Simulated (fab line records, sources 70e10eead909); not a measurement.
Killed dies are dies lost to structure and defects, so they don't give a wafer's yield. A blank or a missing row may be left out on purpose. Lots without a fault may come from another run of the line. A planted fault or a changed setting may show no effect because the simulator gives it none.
fab line records | flow nand_harc
record lots=5 wafers=14 last_day=34
route steps=1302 shown P_START@1 P_ZERO_WELL@2 END@1302
lots that met no fault: from a run of the same line without faults
start_h: hours from the record's first day to the start of the lot's first wafer shown | wait_h: hours since the lot's step before | " the same as in the row above | L1.1+2: a row that stands for several wafers | - no value, or no start given | * or withheld: withheld | < > ~ a bound
route shown NAME@n: a module of which the file shows steps, and the number in the route of the first | usual: mean/standard deviation of fault-free wafers | same: alike in all rows | chamber/n: place in a boat | sites: the reading at each site | _std_site: their standard deviation | _edge_site: outer sites' mean less inner sites' | radius_mm: how far each site lies from the wafer's centre | mask NAME#n: copy n | behind: the tool/chamber that last shaped the wafer | hold: why the lot was held/for how many hours/how that ended | device: the transistor (n, p or np) that didn't switch | end of line: the same wafers' tests at the end of the route | a step without rows: its recipe alone | killed: dies lost to structure and defects at the first sort, not the wafer's yield | map: a wafer's dies, x killed, . not, _ none there
set.NAME: the setting as run; set.NAME@STEP: as run at that earlier step | model.NAME: the simulator's own value behind a step, which no gauge read
lots at some steps of the route; a table a step, a row a wafer
services: from which hour (start_h, from the record's first day; less than 0 if before it) a tool's chamber was out of use, for how many hours, and why
## steps
# step NHARC_P_START_INSPECT_01
# usual raw_defect_count=3.5/1.7
# columns lot.wafer tool chamber start_h wait_h raw_defect_count
L599.2 defect_inspect-02 - 30.04 - 6
L599.5 " - " " 2
L599.6 " - " " 3
L602.2 defect_inspect-01 - 60.04 - 1
L602.3 " - " " 3
L602.6 " - " " 4
L605.1 defect_inspect-02 - 90.04 - 2
L605.4 " - " " 3
L605.5 " - " " 1
L606.2 defect_inspect-02 - 100.04 - 2
L606.4 " - " " 0
L621.1 defect_inspect-02 - 250.04 - 3
L621.3 " - " " 6
L621.5 " - " " 4
# step NHARC_P_ZERO_WELL_PRECLEAN_00
# recipe time_s=600 temp_c=120 chemistry=SPM
# step NHARC_P_ZERO_WELL_SRD_01
# step NHARC_P_ZERO_WELL_PECVD_02
# recipe target_thk_a=100 temp_c=400 pressure_torr=6.5 rf_w=withheld teos_flow_sccm=withheld flow_sccm=2650 target_thk_nm=10 gas=O2 material=SiO2
# step NHARC_P_ZERO_WELL_DEHYDRATE_03
# recipe temp_c=150 time_s=120
# step NHARC_P_ZERO_WELL_HMDS_04
# recipe time_s=30
# step NHARC_P_ZERO_WELL_COAT_64
# recipe temp_c=200 time_s=65
# step NHARC_P_ZERO_WELL_COAT_05
# recipe spin_rpm=2000 resist_thk_nm=600
# step NHARC_P_ZERO_WELL_SOFTBAKE_06
# recipe temp_c=125 time_s=70
# step NHARC_P_ZERO_WELL_EBR_07
# step NHARC_P_ZERO_WELL_EXPOSE_08
# recipe na=0.55 target_cd_nm=500 dose_mj=33.8 mask_id=P_ZERO
# step NHARC_P_ZERO_WELL_PEB_09
# recipe peb_temp_c=128 peb_time_s=80
# columns lot.wafer tool chamber start_h wait_h
L599.2+5+6 litho_track-02 0 31.03 0.1
L602.2+3+6 litho_track-02 0 61.15 0.1
L605.1+4+5 litho_track-05 0 91.16 0.1
L606.2+4 litho_track-02 0 101.31 0.1
L621.1+3+5 litho_track-02 0 251.16 0.1
# step NHARC_P_ZERO_WELL_DEVELOP_10
# recipe time_s=50 dev_temp_c=22
# step NHARC_P_ZERO_WELL_CD_MEAS_11
# recipe target_cd_nm=500 landing_energy_ev=500
# usual cd_nm=499.8/1.5
# columns lot.wafer tool chamber start_h wait_h cd_nm
L599.2 cd_sem-03 0 31.12 - 497.2
L599.5 " 0 " " 498.0
L599.6 " 0 " " 498.3
L602.2 cd_sem-01 0 61.24 - 499.4
L602.3 " 0 " " 499.3
L602.6 " 0 " " 501.5
L605.1 cd_sem-01 0 91.25 - 498.7
L605.4 " 0 " " 499.0
L605.5 " 0 " " 499.8
L606.2 cd_sem-02 0 101.40 - 499.0
L606.4 " 0 " " 520.3
L621.1 cd_sem-01 0 251.24 - 498.8
L621.3 " 0 " " 498.0
L621.5 " 0 " " 499.4
# step NHARC_P_ZERO_WELL_HARDBAKE_12
# recipe temp_c=118 time_s=65
# step NHARC_END_SORT_01
# recipe temp_c=25
# usual killed_at_array=56/21 killed_at_other=1.2/1.6 killed_at_periphery=3.7/2.5 killed_dies=61/21 killed_open=3.1/1.8 killed_short=2.8/1.7
# same gross_dies=677
# columns lot.wafer tool chamber start_h wait_h killed_at_array killed_at_other killed_at_periphery killed_dies killed_open killed_short
L599.2 prober-02 0 561.26 2.8 69 3 5 77 0 2
L599.5 prober-02 0 563.63 3.7 73 3 8 84 5 0
L599.6 prober-02 0 564.42 4.0 80 5 3 88 4 5
L602.2 prober-01 0 601.64 2.8 83 1 4 88 4 2
L602.3 prober-01 0 602.44 3.1 55 4 6 65 3 3
L602.6 prober-01 0 604.82 4.0 66 0 5 71 5 1
L606.2 prober-02 0 653.45 2.8 53 0 4 57 4 3
L606.4 prober-02 0 655.05 3.4 76 1 1 78 4 3
L621.1 prober-01 0 805.01 2.5 17 0 3 20 3 1
L621.3 prober-01 0 806.62 3.1 22 3 6 31 3 2
L621.5 prober-01 0 808.23 3.7 21 1 3 25 3 5
# killed by level:class
L599.2 A_CHANNEL_HOLE_D1:chamber_film_flake=32 A_SLIT:chamber_film_flake=16 A_CHANNEL_HOLE_D2:chamber_film_flake=6 A_CHANNEL_FILL_D2:chamber_film_flake=3 A_STAIRCASE:chamber_film_flake=3 A_SGD_CUT:chamber_film_flake=3 A_CONTACT:chamber_film_flake=3 THIN_TSV:chamber_film_flake=3
L599.5 A_CHANNEL_HOLE_D1:chamber_film_flake=34 A_SLIT:chamber_film_flake=20 A_CHANNEL_HOLE_D2:chamber_film_flake=8 A_CONTACT:chamber_film_flake=5 P_BONDPAD:chamber_film_flake=3 THIN_TSV:chamber_film_flake=3 P_ZERO_WELL:chamber_film_flake=2 A_CHANNEL_FILL_D2:chamber_film_flake=2
L599.6 A_CHANNEL_HOLE_D1:chamber_film_flake=32 A_SLIT:chamber_film_flake=22 A_CONTACT:chamber_film_flake=6 A_SGD_CUT:chamber_film_flake=5 THIN_TSV:chamber_film_flake=5 A_ONON_D2:geometric_particle:short=3 A_CHANNEL_HOLE_D2:chamber_film_flake=3 A_STAIRCASE:chamber_film_flake=3
L602.2 A_CHANNEL_HOLE_D1:chamber_film_flake=40 A_CHANNEL_HOLE_D2:chamber_film_flake=28 A_SLIT:chamber_film_flake=5 A_STAIRCASE:chamber_film_flake=4 P_M1:geometric_particle:open=3 P_GATE:geometric_particle:short=1 A_ONON_D1:geometric_particle:open=1 A_CHANNEL_FILL_D1:geometric_particle:short=1
L602.3 A_CHANNEL_HOLE_D1:chamber_film_flake=32 A_CHANNEL_HOLE_D2:chamber_film_flake=18 THIN_TSV:chamber_film_flake=4 P_ZERO_WELL:chamber_film_flake=2 P_STI:geometric_particle:open=1 P_GATE:geometric_particle:short=1 P_M0:geometric_particle:short=1 A_CHANNEL_HOLE_D1:geometric_particle:short=1
L602.6 A_CHANNEL_HOLE_D2:chamber_film_flake=31 A_CHANNEL_HOLE_D1:chamber_film_flake=28 P_M0:geometric_particle:open=3 A_DECK1_JOINT:chamber_film_flake=2 A_CONTACT:chamber_film_flake=2 P_GATE:geometric_particle:open=1 A_CHANNEL_HOLE_D1:geometric_particle:open=1 A_SGD_CUT:geometric_particle:short=1
L606.2 A_CHANNEL_HOLE_D1:chamber_film_flake=31 A_CHANNEL_HOLE_D2:chamber_film_flake=7 A_CONTACT:chamber_film_flake=7 A_M1:chamber_film_flake=3 P_M0:geometric_particle:open=2 P_STI:geometric_particle:open=1 P_CONTACT:geometric_particle:open=1 A_CHANNEL_FILL_D1:geometric_particle:short=1
L606.4 A_CHANNEL_HOLE_D1:chamber_film_flake=32 A_CHANNEL_HOLE_D2:chamber_film_flake=15 A_CONTACT:chamber_film_flake=10 A_DECK1_JOINT:chamber_film_flake=5 A_M1:chamber_film_flake=4 A_SLIT:chamber_film_flake=2 P_M1:geometric_particle:short=1 A_ONON_D1:geometric_particle:open=1
L621.1 A_SLIT:chamber_film_flake=8 A_CHANNEL_HOLE_D2:chamber_film_flake=2 A_STAIRCASE:chamber_film_flake=2 A_CONTACT:chamber_film_flake=2 P_CONTACT:geometric_particle:short=1 P_M1:geometric_particle:open=1 A_SOURCE_PLATE:geometric_particle:open=1 A_M0:geometric_particle:open=1
L621.3 A_SLIT:chamber_film_flake=10 P_GATE:chamber_film_flake=5 A_CONTACT:chamber_film_flake=5 THIN_TSV:chamber_film_flake=3 A_STAIRCASE:chamber_film_flake=2 P_CONTACT:geometric_particle:open=1 A_CHANNEL_FILL_D1:geometric_particle:short=1 A_DECK1_JOINT:geometric_particle:short=1
L621.5 A_SLIT:chamber_film_flake=8 A_CONTACT:chamber_film_flake=3 A_WL_FILL:geometric_particle:short=2 A_CHANNEL_HOLE_D1:chamber_film_flake=2 P_STI:geometric_particle:short=1 P_CONTACT:geometric_particle:open=1 A_SOURCE_PLATE:geometric_particle:short=1 A_SOURCE_PLATE:geometric_particle:open=1
## services
# columns tool chamber start_h hours kind
litho_track-02 - 52.00 7.0 pm
litho_track-05 - 124.00 7.0 pm
litho_track-02 - 227.00 7.0 pm
## key
first_sign step=NHARC_P_ZERO_WELL_CD_MEAS_11 reading=cd_nm direction=up sigmas=13 usual=499.8 struck=520.3
effect none on later readings
met_at NHARC_P_ZERO_WELL_PEB_09
struck_wafers L606.4
tester_left_out L606
onset_between 61.15 101.31
fault kind=process_parameter_drift tool=litho_track-02 chamber=- onset_h=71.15 steps=NHARC_P_ZERO_WELL_PEB_09 channel=peb_time_s offset=* shape=step end_h=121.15 scope=struck_wafers_only acts_in=* stated=*
# tester_left_out: of these lots the tester's yield and bins aren't shown, on N5 and GAA mostly nor the transistor test; their killed dies are dies lost to structure and defects alone, not to doping, threshold or leakage, so they don't give the yield
